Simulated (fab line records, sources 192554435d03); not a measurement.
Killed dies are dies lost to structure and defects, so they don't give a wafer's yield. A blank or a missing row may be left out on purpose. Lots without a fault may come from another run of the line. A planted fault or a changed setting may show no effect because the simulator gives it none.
Chamber matching | flow n5_finfet | N5_GATE_CUT_STRIP_42 on rie_diel-04: 4 sister chambers
The step strips in O2. 8 wafers are shown with their chamber, then 12 later ones without.

WAFERS WITH THEIR CHAMBER
wafer  | chamber | throttle_valve_pct (%) | drypump_motor_current_A (A)
L083.1 | 2       | 16.15                  | 6.2
L084.4 | 3       | 16.83                  | 5.9
L085.1 | 0       | 16.81                  | 5.6
L085.2 | 2       | 16.17                  | 6.2
L085.6 | 1       | 16.88                  | 6.3
L088.2 | 1       | 16.88                  | 6.2
L088.4 | 3       | 16.84                  | 5.9
L088.5 | 0       | 16.81                  | 5.7

WAFERS WITHOUT THEIR CHAMBER
wafer  | throttle_valve_pct (%) | drypump_motor_current_A (A)
L089.2 | 16.81                  | 5.6
L089.3 | 16.17                  | 6.2
L089.5 | 16.90                  | 6.3
L091.1 | 16.83                  | 5.6
L091.2 | 16.19                  | 6.2
L091.3 | 16.91                  | 6.3
L093.2 | 16.85                  | 5.6
L093.3 | 16.21                  | 6.2
L093.4 | 16.20                  | 6.2
L095.2 | 16.38                  | 5.9
L095.3 | 16.94                  | 6.3
L095.4 | 16.21                  | 6.2

WHICH CHAMBER EACH WENT THROUGH
wafer  | from the rows above     | in truth
L089.2 | 0                       | 0
L089.3 | 2                       | 2
L089.5 | 1                       | 1
L091.1 | 0                       | 0
L091.2 | 2                       | 2
L091.3 | 1                       | 1
L093.2 | can't be placed: 0 or 3 | 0
L093.3 | 2                       | 2
L093.4 | 2                       | 2
L095.2 | 2                       | 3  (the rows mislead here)
L095.3 | 1                       | 1
L095.4 | 2                       | 2
Placed correctly: 10 of 12. Can't be placed from these rows: 1 (the true chamber is among the candidates in 1). Placed wrongly: 1.
How it was worked out, from the rows above alone: a wafer's distance from a chamber is the root of the sum, over the readings, of the square of ((its reading less the chamber's mean) divided by the reading's scatter). The wafer belongs to the nearest chamber; if the next one is less than 2 further off, it can't be placed. A chamber's mean is the mean of its shown wafers. The scatter: the root of (the sum of the squares of (reading less its chamber's mean) over the shown wafers, divided by (wafers less chambers)).
